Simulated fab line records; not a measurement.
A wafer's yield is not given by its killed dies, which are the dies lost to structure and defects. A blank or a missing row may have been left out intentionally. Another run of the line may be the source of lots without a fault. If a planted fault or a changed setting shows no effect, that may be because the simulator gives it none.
Problem report, 8D (eight disciplines) form, completed by code	flow nandHarc	the parts of the form that need people (team, actions taken, sign-off) are left out

1. WHAT IS WRONG
At NHARC_END_SORT_01, sort_bin_2_pct averages 96.8 % over 2 wafers from 2 lots, while fault-free wafers read 1.3 %, standard deviation 0.63. That is +99 or more standard deviations from the usual mean.
First seen on wafer L189.2, day 24 08:56, on prober-02. At this step, 5 wafers from 3 lots have a number in the record. The rule behind "out" and "out of limits": a value lying over 4 standard deviations away from the usual mean. All remaining wafers that have a number are taken as sound.

2. WHAT IT IS, AND WHAT IT ISN'T
question	is	is not
which readings at this step	sort_bin_2_pct, defectLimitedYield, killedAtArray, killedDies, sortNPass, sortRimYieldPct, sortYieldPct	killedAtPeriphery, killedOpen, killedShort, sort_bin_4_pct
which lots	L189, L193	L197
which wafers of those lots	all that have a number	-
read on which gauges	prober-01, prober-02	-
when	from day 24 08:56	up to then (0 sound wafers); but 3 sound wafers of L197 came after

3. WHAT RULES OUT EACH SUSPECT
Counting: a tool stays on the suspect list if, at a process step up to the reading, it processed all lots that are out and no sound lot following the first of them.
- the gauge at NHARC_END_SORT_01 has been ruled out. The wafers that are out were read on 2 gauges (prober-01, prober-02).
- pvdSputter-03 at NHARC_A_M1_PVD_20 (deposits TaN, target thk 5 nm, time 8.06 s): kept. It ran every lot that is out, first L189 (day 21 01:15), and no sound lot after that. NHARC_A_M1_PVD_20: start missing for some lots; hours and lot order therefore follow NHARC_A_M1_PVD_21.
- pvdSputter-03 at NHARC_A_M1_PVD_21 (deposits Cu, target thk 30 nm, time 20.49 s): kept. It ran every lot that is out, first L189 (day 21 01:15), and no sound lot after that.
What counting leaves: pvdSputter-03 at NHARC_A_M1_PVD_20 and pvdSputter-03 at NHARC_A_M1_PVD_21.

4. THE CAUSE (what the simulator had put in)
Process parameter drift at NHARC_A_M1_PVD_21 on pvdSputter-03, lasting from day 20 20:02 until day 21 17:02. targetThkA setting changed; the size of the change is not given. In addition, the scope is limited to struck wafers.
This tool is one of the 2 suspects left after counting.

5. SEQUENCE OF EFFECTS, ordered by route
One row per reading whose mean, taken over the struck wafers that have a number, lies over 3 standard deviations from the usual. Only readings whose record carries a usual standard deviation are examined. hours: median over the lots of the time between each lot's start at the first step of this table that gives one and its start at this step. sigmas: the change, counted in usual standard deviations.
hours	step	reading	usual	on struck wafers	change	sigmas
0	NHARC_END_SORT_01	defectLimitedYield	95.6 %	0.0	-95.6	-60
0	NHARC_END_SORT_01	killedAtArray	26	670	+644	+59
0	NHARC_END_SORT_01	killedDies	29	677	+648	+59
0	NHARC_END_SORT_01	sort_bin_2_pct	1.3 %	96.8	+95.5	+99 or more
0	NHARC_END_SORT_01	sortNPass	648	0	-648	-59
0	NHARC_END_SORT_01	sortRimYieldPct	95 %	0	-95	-28
0	NHARC_END_SORT_01	sortYieldPct	95.6 %	0.0	-95.6	-60

6. HOW IT WOULD HAVE BEEN CAUGHT EARLIER
Counted from the fault's start at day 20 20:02, it took 85 hours until the first out-of-limits reading at a measuring or inspecting step in this record, taken at day 24 08:56.
Of the tool readings at NHARC_A_M1_PVD_21 for which the record gives a usual standard deviation, none was out on any struck wafer, so an alarm limit of 4 standard deviations on them would not have fired.
All the lots that are out (2) had begun NHARC_A_M1_PVD_21 on pvdSputter-03 by day 24 08:56. A hold on the tool at that time would have spared none of them.
